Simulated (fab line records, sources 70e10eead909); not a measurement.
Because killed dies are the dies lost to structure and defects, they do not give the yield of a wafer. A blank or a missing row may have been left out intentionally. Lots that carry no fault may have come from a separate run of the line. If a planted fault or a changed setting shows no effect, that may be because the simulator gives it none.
Comparing a struck lot with a sound one | flow nand-harc | 15 out of 1302 route steps
Sound: these wafers, L533.1, L533.4, L533.6. Wafers struck: L544.3, L544.4, L544.5. The cause comes at the end.
For every step that has rows: the tool of each side, followed by ch and its chambers, followed by its first start. Under that, the readings that differ: sound wafers | struck wafers | difference of the means | sigmas: that difference in standard deviations of wafers without a fault.
alike: readings whose means differ by less than 2 such deviations, and words and numbers that are the same on both sides. not compared: withheld readings, readings that some wafer has no value for, bounds like >300 that may hide the same value, and numbers for which the record gives no deviation and whose values overlap.
The two part at a step that has a row with sigmas, a row that says differs or no value, or rows on one side only. Numbers that don't overlap but have no deviation are shown without sigmas and don't part them. A reading missing from all wafers of one side parts the sides only when that side holds two or more wafers.

NHARC_P_CONTACT_ETCH_35: etches the open film in CF4, target depth 39 nm, time 65 s.
  sound on rie-diel-06 ch 0,1,3, day 9 09:48; struck on rie-diel-12 ch 0,1, day 13 21:19
  alike: drypump-motor-current-A, oes-product-au, rf-vpp-V, showerhead-plenum-p-Torr, throttle-valve-pct
  not compared: rf-hours-counter-h
NHARC_P_CONTACT_ETCH_36: etches the open film in N2/H2, target depth 260 nm, time 406.25 s.
  sound: rie-diel-06 ch 0,3; struck: rie-diel-12 ch 1,2,3
  reading                         | sound             | struck            | difference | sigmas
  rf-vpp-V (V)                    | 434.8 432.1 432.9 | 428.5 429.3 426.5 | -5.2       | -2
  showerhead-plenum-p-Torr (Torr) | 2.15 2.12 2.15    | 1.97 2.00 1.90    | -0.18      | -2
  alike: drypump-motor-current-A, oes-product-au, throttle-valve-pct
  not compared: rf-hours-counter-h
NHARC_P_CONTACT_ETCH_18: etches the open film in C4F8/O2/Ar, target depth 481 nm, time 240.5 s.
  sound: rie-diel-06 ch 1,2,3; struck: rie-diel-12 ch 0,2,3
  alike: oes-product-au, rf-vpp-V
  not compared: rf-hours-counter-h
then, 2 steps without rows for these wafers: NHARC_P_CONTACT_STRIP_37 (strips in C4F8/O2/Ar); NHARC_P_CONTACT_ETCH_31 (etches the open film in CH3F/O2, target depth 30 nm, time 85.7 s).
NHARC_P_CONTACT_CD_MEAS_19:
  struck on cd-sem-03, day 13 22:06; sound on cd-sem-01, day 9 10:35
  alike: cd-nm
then, 4 steps without rows for these wafers: NHARC_P_CONTACT_STRIP_28 (strips in O2); NHARC_P_CONTACT_STRIP_29 (strips in post etch residue remover, time 1200 s); NHARC_P_CONTACT_DEGAS_38 (time 60 s); NHARC_P_CONTACT_PRE_CLEAN_39 (time 19.5 s).
NHARC_P_CONTACT_PVD_32: deposits Ti, target thk 5 nm, time 17.7 s.
  sound on pvd-sputter-03; struck on pvd-sputter-03
  alike: throttle-valve-pct
NHARC_P_CONTACT_ALD_22: deposits TiN, target thk 3 nm, pulse time 1 s, ald cycles 150.
  sound on ald-metal-01 ch 1,2,3, day 9 11:32; struck on ald-metal-02 ch 0,1,2, day 13 23:03
  alike: heater-power-w, precursor-pulse-height-rel
NHARC_P_CONTACT_CVD_23: deposits W, target thk 200 nm, time 557 s.
  sound on cvd-w-02 ch 0,1, day 9 11:56; struck on cvd-w-01 ch 0,1, day 14 00:13
  alike: heater-power-w, throttle-valve-pct
NHARC_P_CONTACT_CMP_24: polishes, t overpolish 30 s, target thk 200 nm.
  sound on cmp-03 ch 0,3, day 9 12:34; struck on cmp-02 ch 0,2, day 14 00:50
  reading                | sound          | struck         | difference | sigmas
  time-to-endpoint-s (s) | 39.6 39.0 38.6 | 77.7 85.6 75.3 | +40.5      | +14
  alike: motor-current-A, overpolish-run-s, retaining-ring-pressure-frac
-- the record jumps here: 18 days lie between the struck wafers' starts before and after (it left off in module P_CONTACT and takes up again in module END, whose first step shown is number 1302 of the route) --
NHARC_END_SORT_01:
  sound on prober-02 ch 0, day 27 21:01; struck on prober-01 ch 0, day 32 09:46
  alike: killed-at-array, killed-at-other, killed-at-periphery, killed-dies, killed-open, killed-short

## WHERE THEY PART
Last at NHARC_P_CONTACT_CMP_24 as far as this record goes, first at NHARC_P_CONTACT_ETCH_36. Later steps at which nothing parts them and some readings are alike: NHARC_END_SORT_01.

WHY: what had been put in by the simulator
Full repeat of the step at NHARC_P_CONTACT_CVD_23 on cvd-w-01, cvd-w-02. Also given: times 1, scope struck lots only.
